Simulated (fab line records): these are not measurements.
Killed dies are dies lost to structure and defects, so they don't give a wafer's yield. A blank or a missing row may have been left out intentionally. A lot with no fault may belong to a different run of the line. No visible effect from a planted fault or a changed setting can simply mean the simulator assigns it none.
Split-lot study | flow n5Finfet | on a route of 1938 steps: 7 lots, 21 wafers read

== SPLIT DETAILS ==
At N5_MOL_CONTACT_COAG_COAT_02 (resist thk 30 nm), the setting spinRpm was moved away from the recipe's 1500 rpm on 6 of the 21 wafers read, by -11.1% to +4.7%. The other wafers ran this setting at the recipe's value.

== FROM THE SPLIT TO THE READING: what the file shows between them, 3 steps ==
- N5_MOL_CONTACT_COAG_EBR_04
- N5_MOL_CONTACT_COAG_SOFTBAKE_03: time 60 s
- N5_MOL_CONTACT_COAG_DESCUM_13: chemistry O2, time 7 s

== THE READING ==
CAR-EUV_of_MOL_CONTACT_COAG_COAT_02.thkNm (the simulator's own value, which no gauge read), in nm, at N5_MOL_CONTACT_COAG_ETCH_59 (etches underlayer in N2/H2, target depth 13 nm, time 10.4 s). No usual value for it is given in the file. Here, 15 wafers ran the recipe; their average is 14.6 nm with a standard deviation of 0.14 nm.

wafer  | tool, chamber at the split | spinRpm as run, rpm | against the recipe | CAR-EUV_of_MOL_CONTACT_COAG_COAT_02.thkNm, nm | against lot-mates on the recipe
L076.3 | lithoTrack-04, 0           | 1500                | recipe             | 14.6                                          | -
L076.4 | lithoTrack-04, 0           | 1554                | +3.6%              | 14                                            | -0.5
L076.5 | lithoTrack-04, 0           | 1500                | recipe             | 14.4                                          | -
L079.1 | lithoTrack-02, 0           | 1500                | recipe             | 14.4                                          | -
L079.5 | lithoTrack-02, 0           | 1449                | -3.4%              | 15                                            | +0.5
L079.6 | lithoTrack-02, 0           | 1500                | recipe             | 14.6                                          | -
L086.1 | lithoTrack-05, 0           | 1500                | recipe             | 14.8                                          | -
L086.4 | lithoTrack-05, 0           | 1333                | -11.1%             | 16.4                                          | +1.7
L086.6 | lithoTrack-05, 0           | 1500                | recipe             | 14.6                                          | -
L087.4 | lithoTrack-05, 0           | 1570                | +4.7%              | 13.8                                          | -0.8
L087.6 | lithoTrack-05, 0           | 1570                | +4.7%              | 13.8                                          | -0.8
L087.5 | lithoTrack-05, 0           | 1500                | recipe             | 14.6                                          | -
L088.1 | lithoTrack-05, 0           | 1500                | recipe             | 14.8                                          | -
L088.6 | lithoTrack-05, 0           | 1500                | recipe             | 14.8                                          | -
L088.5 | lithoTrack-05, 0           | 1547                | +3.1%              | 14.2                                          | -0.6
L096.1 | lithoTrack-05, 0           | 1500                | recipe             | 14.6                                          | -
L096.6 | lithoTrack-05, 0           | 1500                | recipe             | 14.6                                          | -
L096.2 | lithoTrack-05, 0           | 1500                | recipe             | 14.4                                          | -
L097.1 | lithoTrack-05, 0           | 1500                | recipe             | 14.6                                          | -
L097.3 | lithoTrack-05, 0           | 1500                | recipe             | 14.6                                          | -
L097.6 | lithoTrack-05, 0           | 1500                | recipe             | 14.4                                          | -

FIT RESULTS
A straight line over all 21 wafers: CAR-EUV_of_MOL_CONTACT_COAG_COAT_02.thkNm changes by -0.16 nm for each +1% of spinRpm; r = -0.97; the points scatter about the line by 0.13 nm.
The same after taking each lot's own level away (the mean of its wafers on the recipe; 21 wafers): -0.157 nm for each +1%; r = -0.99; scatter 0.085 nm.
That fit puts the effect of the largest move of spinRpm on the reading at 1.8 nm.
The span of the lots' own levels, 14.50 to 14.80 nm, comes to 2.2 times the standard deviation stated above.
The two slopes are in agreement: the lot-to-lot level therefore moves the slope only a little.
Check: +1.82 nm against its lot-mates is what the line predicts for one of the wafers moved furthest among these (-11.1%) when that wafer is left out of the fit. Against them it came out at +1.7 nm.

== THESE WAFERS: OTHER SPLITS ==
These wafers also went through other splits before the reading. Each is held against what the fit with the lots' levels taken away leaves over:
other split on the same wafers | wafers away from the commonest value | r with CAR-EUV_of_MOL_CONTACT_COAG_COAT_02.thkNm (lot level and that fit taken away)
N5_SDB_EXPOSE_08 doseMj        | 6                                    | +0.04
N5_HKMG_FIN_ETCH_55 biasW      | 8                                    | -0.15
N5_HKMG_FIN_ETCH_58 sourceW    | 8                                    | -0.07
N5_GATE_CUT_CUT_ETCH_54 biasW  | 7                                    | -0.07

== THE WHOLE CHAIN: every reading that the file lists as answering this split, in the file's order ==
step                        | what it does                                                | reading                                                                                    | change (the file's fit)               | r (the file's)
N5_MOL_CONTACT_COAG_COAT_02 | resist thk 30 nm                                            | CAR-EUV_of_MOL_CONTACT_COAG_COAT_02.thkNm (the simulator's own value, which no gauge read) | -0.148 nm for each +1% of the setting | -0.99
N5_MOL_CONTACT_COAG_ETCH_59 | etches underlayer in N2/H2, target depth 13 nm, time 10.4 s | CAR-EUV_of_MOL_CONTACT_COAG_COAT_02.thkNm (the simulator's own value, which no gauge read) | -0.156 nm for each +1% of the setting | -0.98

== THE FILE'S OWN FIT ==
CAR-EUV_of_MOL_CONTACT_COAG_COAT_02.thkNm changes by -0.156 nm for each +1% of spinRpm, r = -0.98.
